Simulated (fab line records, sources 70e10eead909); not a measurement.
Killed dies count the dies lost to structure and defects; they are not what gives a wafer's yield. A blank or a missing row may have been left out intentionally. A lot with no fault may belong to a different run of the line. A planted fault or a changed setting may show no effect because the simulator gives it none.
The tool behind it: which one? | flow nand-harc | Sampling: 11 lots, 33 wafers, 4 of 1302 route steps

## WHAT THE GAUGES SHOWED, per wafer
NHARC_A_CHANNEL_HOLE_D2_INSPECT_40.
lot  | measured     | on                | raw-defect-count
L981 | day 13 06:39 | defect-inspect-01 | 236 301 324
L982 | day 14 03:49 | defect-inspect-02 | 308 309 251
L983 | day 14 07:59 | defect-inspect-02 | 392 299 253
L990 | day 17 20:16 | defect-inspect-02 | 1060 1011 1071
L993 | day 18 05:32 | defect-inspect-02 | 1005 1256 1036
L100 | day 21 05:55 | defect-inspect-01 | 349 244 241
L999 | day 21 06:13 | defect-inspect-02 | 309 331 413
L102 | day 21 19:28 | defect-inspect-02 | 245 269 276
L101 | day 22 18:39 | defect-inspect-01 | 242 272 256
L103 | day 23 10:49 | defect-inspect-02 | 256 276 346
L104 | day 23 09:56 | defect-inspect-01 | 284 268 349

## WHAT TOOL EACH LOT RAN ON (gives the tool, then ch and the chambers of the sampled wafers, and finally the start)
lot  | NHARC_A_CHANNEL_HOLE_D2_ETCH_39    | NHARC_A_CHANNEL_HOLE_D2_ETCH_20  | NHARC_A_CHANNEL_HOLE_D2_ETCH_26
L981 | rie-diel-13 ch 0,1,2, day 12 23:42 | har-etch-02 ch 0, day 13 01:05   | har-etch-02 ch 0, day 13 04:44
L982 | rie-diel-01 ch 0,1,2, day 13 21:07 | har-etch-01 ch 0,1, day 13 22:13 | har-etch-01 ch 0,1, day 14 01:53
L983 | rie-diel-01 ch 0,2,3, day 13 23:11 | har-etch-01 ch 0,1, day 14 02:32 | har-etch-01 ch 0,1, day 14 06:10
L990 | rie-diel-13 ch 1,2,3, day 17 09:59 | har-etch-01 ch 0,1, day 17 14:46 | har-etch-01 ch 0,1, day 17 18:24
L993 | rie-diel-13 ch 0,1, day 17 20:55   | har-etch-01 ch 0,1, day 17 23:58 | har-etch-01 ch 0,1, day 18 03:37
L100 | rie-diel-13 ch 1,3, day 20 21:11   | har-etch-02 ch 0,1, day 21 00:21 | har-etch-02 ch 0,1, day 21 04:00
L999 | rie-diel-01 ch 0,1, day 20 21:21   | har-etch-01 ch 0,1, day 21 00:41 | har-etch-01 ch 0,1, day 21 04:20
L102 | rie-diel-13 ch 0,1,3, day 21 12:45 | har-etch-01 ch 0,1, day 21 13:52 | har-etch-01 ch 0,1, day 21 17:32
L101 | rie-diel-13 ch 1,2, day 22 11:59   | har-etch-01 ch 0,1, day 22 13:04 | har-etch-01 ch 0,1, day 22 16:43
L103 | rie-diel-01 ch 0,3, day 22 23:56   | har-etch-01 ch 1, day 23 01:17   | har-etch-01 ch 1, day 23 08:34
L104 | rie-diel-05 ch 0,2, day 23 00:09   | har-etch-02 ch 0,1, day 23 03:48 | har-etch-02 ch 0,1, day 23 07:29
- NHARC_A_CHANNEL_HOLE_D2_ETCH_39: etches the open film in N2/H2, target depth 260 nm, time 325 s.
- NHARC_A_CHANNEL_HOLE_D2_ETCH_20: etches the open film in C4F8/O2/Ar, time 361.9 s, target depth 1600 nm.
- NHARC_A_CHANNEL_HOLE_D2_ETCH_26: etches the open film in C4F8/O2/Ar, time 224.1 s, target depth 300 nm.

## THE ANSWER, worked out from the rows above alone
Rule: what is usual is taken from the lots themselves. The widest of any qualifying gaps counts: lots, ordered by their means at a reading, are off when they make up no more than a third of the lots, leave a main group of 4 or more, and stand apart from it by 3 or more times the standard deviation of that group's means. A main group whose means are all the same, to the digits that the tables above print for the reading, isn't used. A lot without any number at a reading at which 4 lots or more have one is off too. Where the step has rows for the other lots, those lots are counted as sound.
Off: L990, L993 (NHARC_A_CHANNEL_HOLE_D2_INSPECT_40, raw-defect-count). For the main group the mean is 293 and the standard deviation 27.
A tool fits if, at a process step before that reading, it ran every lot that is off, and no sound lot after the first of them. Those tools and the gauges at NHARC_A_CHANNEL_HOLE_D2_INSPECT_40 are tried in the same way. None of those tried fits.

## WHAT HAD BEEN PUT IN BY THE SIMULATOR
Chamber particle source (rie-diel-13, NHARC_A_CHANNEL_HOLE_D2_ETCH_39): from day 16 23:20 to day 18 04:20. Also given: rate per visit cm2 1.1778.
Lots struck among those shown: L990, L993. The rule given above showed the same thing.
